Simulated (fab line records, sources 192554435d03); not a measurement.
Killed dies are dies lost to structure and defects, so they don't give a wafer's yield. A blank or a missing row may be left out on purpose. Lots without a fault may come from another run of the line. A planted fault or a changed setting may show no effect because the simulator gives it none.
fab line records | flow n5_finfet
record lots=7 wafers=21 last_day=19
route steps=1938 shown WELL_APT@21 PASSIVATION@1936
lots that met no fault: from a run of the same line without faults
start_h: hours from the record's first day to the start of the lot's first wafer shown | wait_h: hours since the lot's step before | " the same as in the row above | L1.1+2: a row that stands for several wafers | - no value, or no start given | * or withheld: withheld | < > ~ a bound
route shown NAME@n: a module of which the file shows steps, and the number in the route of the first | usual: mean/standard deviation of fault-free wafers | same: alike in all rows | chamber/n: place in a boat | sites: the reading at each site | _std_site: their standard deviation | _edge_site: outer sites' mean less inner sites' | radius_mm: how far each site lies from the wafer's centre | mask NAME#n: copy n | behind: the tool/chamber that last shaped the wafer | hold: why the lot was held/for how many hours/how that ended | device: the transistor (n, p or np) that didn't switch | end of line: the same wafers' tests at the end of the route | a step without rows: its recipe alone | killed: dies lost to structure and defects at the first sort, not the wafer's yield | map: a wafer's dies, x killed, . not, _ none there
set.NAME: the setting as run; set.NAME@STEP: as run at that earlier step | model.NAME: the simulator's own value behind a step, which no gauge read
lots at some steps of the route; a table a step, a row a wafer
services: from which hour (start_h, from the record's first day; less than 0 if before it) a tool's chamber was out of use, for how many hours, and why
## steps
# step N5_WELL_APT_COAT_02
# recipe spin_rpm=1357 resist_thk_nm=950
# step N5_WELL_APT_EBR_04
# recipe solvent=PGMEA ebr_width_mm=1.5
# step N5_WELL_APT_SOFTBAKE_03
# recipe temp_c=130 time_s=60
# step N5_WELL_APT_EXPOSE_05
# recipe mask_id=NWELL na=0.8 source_shape=conventional sigma_outer=0.8 polarization=unpolarized defocus_nm=0 target_cd_nm=200 dose_mj=20.3
# step N5_WELL_APT_PEB_06
# recipe peb_temp_c=130 peb_time_s=90
# step N5_WELL_APT_DEVELOP_07
# recipe develop_time_s=45 rinse_liquid=surfactant_rinse dry=air_spin dev_temp_c=21
# step N5_WELL_APT_HARDBAKE_12
# recipe temp_c=130 time_s=120
# step N5_WELL_APT_CD_MEAS_08
# recipe target_cd_nm=200 landing_energy_ev=500 detector=se_inlens
# usual cd_nm=201.1/1.7
# same landing_energy_ev=500
# columns lot.wafer tool chamber start_h wait_h cd_nm
L733.1 cd_sem-03 0 31.85 - 202.0
L733.3 " 0 " " 201.7
L733.5 " 0 " " 200.7
L736.2 cd_sem-01 0 49.73 - 201.7
L736.5 " 0 " " 199.3
L736.6 " 0 " " 198.9
L737.1 cd_sem-01 0 55.82 - 198.6
L737.3 " 0 " " 199.4
L737.5 " 0 " " 200.8
L738.2 cd_sem-01 0 61.94 - 200.6
L738.3 " 0 " " 200.8
L738.5 " 0 " " 200.8
L741.1 cd_sem-02 0 79.95 - 202.3
L741.3 " 0 " " 201.4
L741.5 " 0 " " 200.1
L747.3 cd_sem-03 0 115.94 - 201.6
L747.5 " 0 " " 203.3
L747.6 " 0 " " 202.4
L749.1 cd_sem-03 0 127.72 - 200.6
L749.3 " 0 " " 200.7
L749.5 " 0 " " 200.5
# step N5_WELL_APT_OVL_MEAS_09
# recipe points_per_wafer=44
# usual NWELL_OVL=1/5.7
# columns lot.wafer tool chamber start_h wait_h NWELL_OVL[nm]
L733.1 overlay-02 0 31.88 0.0 7
L733.3 " 0 " " 2
L733.5 " 0 " " 5
L736.2 overlay-01 0 49.75 0.0 4
L736.5 " 0 " " 14
L736.6 " 0 " " 4
L737.1 overlay-02 0 55.85 0.0 14
L737.3 " 0 " " 12
L737.5 " 0 " " 13
L738.2 overlay-02 0 61.97 0.0 -9
L738.3 " 0 " " -7
L738.5 " 0 " " -4
L741.1 overlay-02 0 79.98 0.0 7
L741.3 " 0 " " 1
L741.5 " 0 " " 14
L747.3 overlay-02 0 115.97 0.0 10
L747.5 " 0 " " -1
L747.6 " 0 " " 8
L749.1 overlay-02 0 127.75 0.0 4
L749.3 " 0 " " -2
L749.5 " 0 " " 6
# step N5_WELL_APT_INSPECT_10
# recipe mode=adi inspect_instrument=macro
# usual raw_defect_count=2.2/1.6
# columns lot.wafer tool chamber start_h wait_h raw_defect_count
L733.1 defect_inspect-02 - 31.90 0.0 2
L733.3 " - " " 7
L733.5 " - " " 0
L736.2 defect_inspect-02 - 49.78 0.0 1
L736.5 " - " " 0
L736.6 " - " " 0
L737.1 defect_inspect-02 - 55.87 0.0 2
L737.3 " - " " 0
L737.5 " - " " 3
L738.2 defect_inspect-01 - 61.99 0.0 3
L738.3 " - " " 1
L738.5 " - " " 3
L741.1 defect_inspect-01 - 80.00 0.0 5
L741.3 " - " " 2
L741.5 " - " " 6
L747.3 defect_inspect-01 - 115.99 0.0 2
L747.5 " - " " 3
L747.6 " - " " 3
L749.1 defect_inspect-02 - 127.78 0.0 3
L749.3 " - " " 4
L749.5 " - " " 3
# step N5_WELL_APT_DESCUM_13
# recipe chemistry=O2 time_s=7.9 source_power_w=50 bias_power_w=20 pressure_mtorr=20 rf_frequency_hz=2.712e+07 temp_c=40 o2_flow_sccm=225
# usual drypump_motor_current_A=5.7/0.32 oes_product_au=0.79/0.11 rf_vpp_V=243.0/1.7 showerhead_plenum_p_Torr=2.09/0.097 throttle_valve_pct=20.48/0.2
# columns lot.wafer tool chamber start_h wait_h drypump_motor_current_A oes_product_au rf_hours_counter_h rf_vpp_V showerhead_plenum_p_Torr throttle_valve_pct
L733.1 rie_diel-05 0 31.94 0.0 5.5 0.84 67 241.1 1.96 20.73
L733.3 " 3 " " 5.5 0.72 190 244.9 2.17 20.55
L733.5 " 0 " " 5.5 0.84 - 241.6 1.96 20.75
L736.2 rie_diel-05 1 49.81 0.0 5.6 0.68 225 243.2 2.06 20.62
L736.5 " 0 " " 5.5 0.84 - 240.4 1.96 20.76
L736.6 " 1 " " 5.6 0.69 - 242.2 2.06 20.64
L737.1 rie_diel-05 1 55.90 0.0 5.6 0.67 227 243.6 2.06 20.62
L737.3 " 3 " " 5.5 0.72 197 245.6 2.16 20.56
L737.5 " 1 " " 5.6 0.68 - 242.7 2.06 20.62
L738.2 rie_diel-03 3 62.03 0.0 6.4 0.74 145 242.6 2.11 20.28
L738.3 " 1 " " 5.4 0.95 7 244.8 2.22 20.33
L738.5 " 3 " " 6.4 0.75 - 244.7 2.11 20.29
L741.1 rie_diel-05 2 80.08 0.1 5.6 0.93 18 244.5 2.24 20.38
L741.3 " 0 " " 5.6 0.83 82 242.6 1.95 20.75
L741.5 " 1 " " 5.5 0.68 - 243.4 2.05 20.64
L747.3 rie_diel-03 2 116.03 0.0 5.7 0.70 207 241.8 2.01 20.77
L747.5 " 2 " " 5.7 0.71 - 241.9 2.01 20.77
L747.6 " 1 " " 5.4 0.92 - 245.3 2.22 20.38
L749.1 rie_diel-01 0 127.81 0.0 5.7 0.96 3 242.7 2.04 20.23
L749.3 " 3 " " 6.5 0.93 12 245.4 2.24 20.65
L749.5 " 1 " " 5.8 0.91 - 242.4 2.07 20.37
# step N5_WELL_APT_IMPLANT_14
# recipe species=P energy_kev=160 dose_cm2=1.5e+13 tilt_deg=0 rotation_deg=0
# step N5_WELL_APT_IMPLANT_15
# recipe species=As energy_kev=25 dose_cm2=1.5e+13 tilt_deg=0 rotation_deg=0
# usual beam_energy_keV=25.000/0.0082 tilt_deg=-0.001/0.017
# columns lot.wafer tool chamber start_h wait_h beam_energy_keV tilt_deg model.implant.rp_nm model.implant.drp_nm
L733.1 implanter-01 0 32.22 0.1 25.001 0.003 18.23 8.457
L733.3 " 0 " " 25.000 0.002 18.23 8.457
L733.5 " 0 " " 25.005 -0.014 18.23 8.457
L736.2 implanter-01 0 50.12 0.1 17.437 0.007 14.86 6.585
L736.5 " 0 " " 17.433 0.010 14.86 6.585
L736.6 " 0 " " 17.452 0.009 14.86 6.585
L737.1 implanter-01 0 56.18 0.1 17.439 0.017 14.53 6.585
L737.3 " 0 " " 17.435 0.040 14.53 6.585
L737.5 " 0 " " 17.431 0.000 14.53 6.585
L738.2 implanter-01 0 62.34 0.1 17.440 0.024 14.07 6.585
L738.3 " 0 " " 17.448 0.013 14.07 6.585
L738.5 " 0 " " 17.448 -0.010 14.07 6.585
L741.1 implanter-02 0 80.36 0.1 24.996 -0.015 18.68 8.457
L741.3 " 0 " " 24.994 0.000 18.68 8.457
L741.5 " 0 " " 24.992 0.004 18.68 8.457
L747.3 implanter-02 0 116.36 0.1 25.009 0.011 19.39 8.457
L747.5 " 0 " " 25.006 -0.025 19.39 8.457
L747.6 " 0 " " 25.004 0.008 19.39 8.457
L749.1 implanter-02 0 128.09 0.1 24.995 0.015 19.46 8.457
L749.3 " 0 " " 25.006 -0.007 19.46 8.457
L749.5 " 0 " " 25.004 0.016 19.46 8.457
# step N5_WELL_APT_STRIP_16
# recipe chemistry=SPM time_s=900 temp_c=130 h2so4_h2o2_vol_ratio=4 dry=ipa_marangoni
# step N5_PASSIVATION_PROBE_49
# usual killed_at_M0_to_M3=33/11 killed_at_M4_up=14/5 killed_at_contacts=11/7.3 killed_at_front_end=43/12 killed_at_other=4/3.1 killed_dies=106/17 killed_open=69/13 killed_short=34/8.7
# same gross_dies=1180 killed_at_back_side=0
# columns lot.wafer tool chamber start_h wait_h killed_at_M0_to_M3 killed_at_M4_up killed_at_contacts killed_at_front_end killed_at_other killed_dies killed_open killed_short
L733.1 prober-02 - 326.84 0.0 29 12 8 71 3 123 92 31
L733.3 prober-02 - 326.94 0.1 44 9 9 33 6 101 67 33
L733.5 prober-02 - 327.04 0.2 28 15 8 48 6 105 66 39
L736.2 prober-01 - 349.18 0.1 60 10 9 41 6 126 70 56
L736.5 prober-01 - 349.33 0.2 22 10 11 39 5 87 61 26
L736.6 prober-01 - 349.38 0.3 34 18 5 35 6 98 58 33
L741.1 prober-02 - 357.31 0.0 39 11 10 38 7 105 75 30
L741.3 prober-02 - 357.41 0.1 28 9 8 52 14 111 67 42
L741.5 prober-02 - 357.51 0.2 42 7 6 53 3 111 66 44
L738.2 prober-01 - 357.81 0.1 46 8 5 44 8 111 72 39
L738.3 prober-01 - 357.86 0.1 39 19 3 34 9 104 60 38
L738.5 prober-01 - 357.96 0.2 38 13 6 50 6 113 55 53
L747.3 prober-02 - 425.45 0.1 15 13 5 43 2 78 48 29
L747.5 prober-02 - 425.55 0.2 22 11 13 90 9 145 86 57
L747.6 prober-02 - 425.60 0.3 23 14 9 49 2 97 57 38
L749.1 prober-01 - 444.58 0.0 38 13 14 24 12 101 67 33
L749.3 prober-01 - 444.68 0.1 44 17 15 25 5 106 69 35
L749.5 prober-01 - 444.78 0.2 33 16 6 27 4 86 55 31
# killed by level:class
L733.1 STI_FIN_REVEAL:geometric_particle:open=37 BEOL_M1:geometric_particle:open=12 FIN_SAQP:geometric_particle:open=11 FIN_SAQP:geometric_particle:short=9 MOL_CONTACT_COAG:geometric_particle:open=8 BEOL_M0_SAQP:geometric_particle:open=6 BEOL_M4:geometric_particle:open=4 STI_FIN_REVEAL:geometric_particle:short=4
L733.3 BEOL_M1:geometric_particle:open=12 BEOL_M0_SAQP:geometric_particle:open=10 BEOL_M0_SAQP:geometric_particle:short=7 STI_FIN_REVEAL:geometric_particle:open=6 MOL_CONTACT_COAG:geometric_particle:open=6 DUMMY_GATE:geometric_particle:open=5 BEOL_M0:geometric_particle:open=5 BEOL_M4:geometric_particle:open=5
L733.5 STI_FIN_REVEAL:geometric_particle:open=12 FIN_SAQP:geometric_particle:open=10 FIN_SAQP:geometric_particle:short=8 BEOL_M1:geometric_particle:open=8 GATE_CUT:geometric_particle:short=6 MOL_CONTACT_COAG:geometric_particle:open=6 BEOL_M0_SAQP:geometric_particle:short=6 BEOL_M4:geometric_particle:open=5
L736.2 BEOL_M0_SAQP:geometric_particle:short=21 FIN_SAQP:geometric_particle:open=15 BEOL_M1:geometric_particle:open=12 BEOL_M0_SAQP:geometric_particle:open=10 BEOL_M2:geometric_particle:open=7 FIN_SAQP:geometric_particle:short=5 GATE_CUT:geometric_particle:short=5 MOL_CONTACT_COAG:geometric_particle:open=5
L736.5 STI_FIN_REVEAL:geometric_particle:open=9 MOL_CONTACT_COAG:geometric_particle:open=7 BEOL_M1:geometric_particle:open=6 BEOL_M2:geometric_particle:open=5 STARTING-WAFER:geometric_particle:open=5 DUMMY_GATE:geometric_particle:open=4 GATE_CUT:geometric_particle:open=4 MOL_CONTACT_COAG:geometric_particle:short=4
L736.6 BEOL_M2:geometric_particle:open=10 BEOL_M0_SAQP:geometric_particle:short=7 GATE_CUT:geometric_particle:open=6 BEOL_M4:geometric_particle:open=6 BEOL_M5:geometric_particle:open=6 HKMG_FIN:area_etch=6 BEOL_M1:geometric_particle:open=5 FIN_SAQP:geometric_particle:short=4
L741.1 STI_FIN_REVEAL:geometric_particle:open=10 MOL_CONTACT_COAG:geometric_particle:open=9 BEOL_M0_SAQP:geometric_particle:short=9 BEOL_M0_SAQP:geometric_particle:open=9 BEOL_M4:geometric_particle:open=7 FIN_SAQP:geometric_particle:open=6 DUMMY_GATE:geometric_particle:open=6 FIN_SAQP:geometric_particle:short=5
L741.3 FIN_SAQP:geometric_particle:short=13 FIN_SAQP:geometric_particle:open=12 STI_FIN_REVEAL:geometric_particle:open=7 MOL_CONTACT_COAG:geometric_particle:open=7 BEOL_M0:geometric_particle:open=7 ILD0:geometric_particle:open=6 BEOL_M0_SAQP:geometric_particle:short=6 PASS1_CAP:geometric_particle:open=6
L741.5 FIN_SAQP:geometric_particle:short=17 BEOL_M0_SAQP:geometric_particle:open=13 FIN_SAQP:geometric_particle:open=12 BEOL_M0_SAQP:geometric_particle:short=8 DUMMY_GATE:geometric_particle:open=7 MOL_CONTACT_COAG:geometric_particle:open=6 BEOL_M3:geometric_particle:open=6 GATE_CUT:geometric_particle:short=5
L738.2 FIN_SAQP:geometric_particle:open=13 BEOL_M0_SAQP:geometric_particle:short=11 BEOL_M0:geometric_particle:open=11 FIN_SAQP:geometric_particle:short=10 BEOL_M2:geometric_particle:open=9 BEOL_M0_SAQP:geometric_particle:open=7 BEOL_M5:geometric_particle:open=5 PAD_METAL:geometric_particle:open=5
L738.3 BEOL_M0_SAQP:geometric_particle:short=9 FIN_SAQP:geometric_particle:short=8 BEOL_M0_SAQP:geometric_particle:open=8 BEOL_M4:geometric_particle:open=8 BEOL_M1:geometric_particle:open=7 STI_FIN_REVEAL:geometric_particle:open=6 HKMG_FIN:area_etch=5 BEOL_M1:geometric_particle:short=4
L738.5 BEOL_M0_SAQP:geometric_particle:short=15 FIN_SAQP:geometric_particle:open=8 BEOL_M1:geometric_particle:open=8 FIN_SAQP:geometric_particle:short=7 BEOL_M4:geometric_particle:open=7 ILD0:geometric_particle:short=6 HKMG_FIN:area_etch=5 DUMMY_GATE:geometric_particle:open=4
L747.3 FIN_SAQP:geometric_particle:short=11 STI_FIN_REVEAL:geometric_particle:open=5 DUMMY_GATE:geometric_particle:open=5 GATE_CUT:geometric_particle:short=5 GATE_CUT:geometric_particle:open=5 MOL_CONTACT_COAG:geometric_particle:open=5 BEOL_M4:geometric_particle:open=5 ILD0:geometric_particle:short=4
L747.5 FIN_SAQP:geometric_particle:open=24 FIN_SAQP:geometric_particle:short=24 STI_FIN_REVEAL:geometric_particle:open=9 MOL_CONTACT_COAG:geometric_particle:open=8 BEOL_M1:geometric_particle:open=7 GATE_CUT:geometric_particle:short=7 DUMMY_GATE:geometric_particle:open=6 MOL_CONTACT_COAG:geometric_particle:short=5
L747.6 FIN_SAQP:geometric_particle:short=11 FIN_SAQP:geometric_particle:open=10 BEOL_M1:geometric_particle:open=8 GATE_CUT:geometric_particle:short=7 MOL_CONTACT_COAG:geometric_particle:open=7 GATE_CUT:geometric_particle:open=5 BEOL_M3:geometric_particle:open=5 STI_FIN_REVEAL:geometric_particle:open=4
L749.1 MOL_CONTACT_COAG:geometric_particle:open=13 BEOL_M0_SAQP:geometric_particle:open=13 BEOL_M0_SAQP:geometric_particle:short=10 BEOL_M3:geometric_particle:open=6 MIM_TOP_ETCH:geometric_particle:short=6 STI_FIN_REVEAL:geometric_particle:open=5 BEOL_M0:geometric_particle:short=5 FIN_SAQP:geometric_particle:open=4
L749.3 MOL_CONTACT_COAG:geometric_particle:open=14 BEOL_M0_SAQP:geometric_particle:open=13 GATE_CUT:geometric_particle:short=11 BEOL_M3:geometric_particle:open=8 BEOL_M0_SAQP:geometric_particle:short=7 BEOL_M1:geometric_particle:open=4 BEOL_M0:geometric_particle:open=4 BEOL_M1:geometric_particle:short=4
L749.5 STI_FIN_REVEAL:geometric_particle:open=15 BEOL_M0_SAQP:geometric_particle:open=9 BEOL_M0_SAQP:geometric_particle:short=7 STI_FIN_REVEAL:geometric_particle:short=5 BEOL_M4:geometric_particle:open=5 MOL_CONTACT_COAG:geometric_particle:short=4 BEOL_M2:geometric_particle:open=4 BEOL_M5:geometric_particle:open=4
## services
# columns tool chamber start_h hours kind
rie_diel-03 1 19.73 - clean
rie_diel-03 1 19.73 - consumable_replace:focus_ring
rie_diel-03 1 19.73 - consumable_replace:showerhead
rie_diel-03 1 19.73 14.1 scheduled_down
rie_diel-03 1 19.73 14.1 vent_cycle
implanter-02 - 42.31 34.7 repair
rie_diel-05 - 44.27 2.8 pm
rie_diel-03 2 54.26 1.3 repair
rie_diel-01 2 61.20 4.2 repair
rie_diel-01 3 80.59 - clean
rie_diel-01 3 80.59 - consumable_replace:focus_ring
rie_diel-01 3 80.59 - consumable_replace:showerhead
rie_diel-01 3 80.59 19.0 scheduled_down
rie_diel-01 3 80.59 19.0 vent_cycle
rie_diel-01 0 102.87 - clean
rie_diel-01 0 102.87 - consumable_replace:focus_ring
rie_diel-01 0 102.87 18.1 scheduled_down
rie_diel-01 0 102.87 18.1 vent_cycle
rie_diel-01 2 121.01 - clean
rie_diel-01 2 121.01 - consumable_replace:focus_ring
rie_diel-01 2 121.01 16.8 scheduled_down
rie_diel-01 2 121.01 16.8 vent_cycle
## key
first_sign step=N5_WELL_APT_IMPLANT_15 reading=beam_energy_keV direction=down sigmas=99+ usual=25.000 struck=17.441
effect none on later readings
model_effect step=N5_WELL_APT_IMPLANT_15 value=implant.rp_nm without=18.85 struck=14.49
met_at N5_WELL_APT_IMPLANT_15
struck_wafers L736.2,L736.5,L736.6,L737.1,L737.3,L737.5,L738.2,L738.3,L738.5
rows_end L737.1,L737.3,L737.5
tester_left_out L736,L738
onset_between 32.22 50.12
fault kind=process_parameter_drift tool=implanter-01 chamber=- onset_h=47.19 steps=N5_WELL_APT_IMPLANT_15 channel=energy_kev offset=-7.5603 shape=step acts_in=these_recipes_only stated=25
# tester_left_out: of these lots the tester's yield and bins aren't shown, on N5 and GAA mostly nor the transistor test; their killed dies are dies lost to structure and defects alone, not to doping, threshold or leakage, so they don't give the yield
# rows_end: these wafers met a further fault down the route, and their rows from its step on are left out
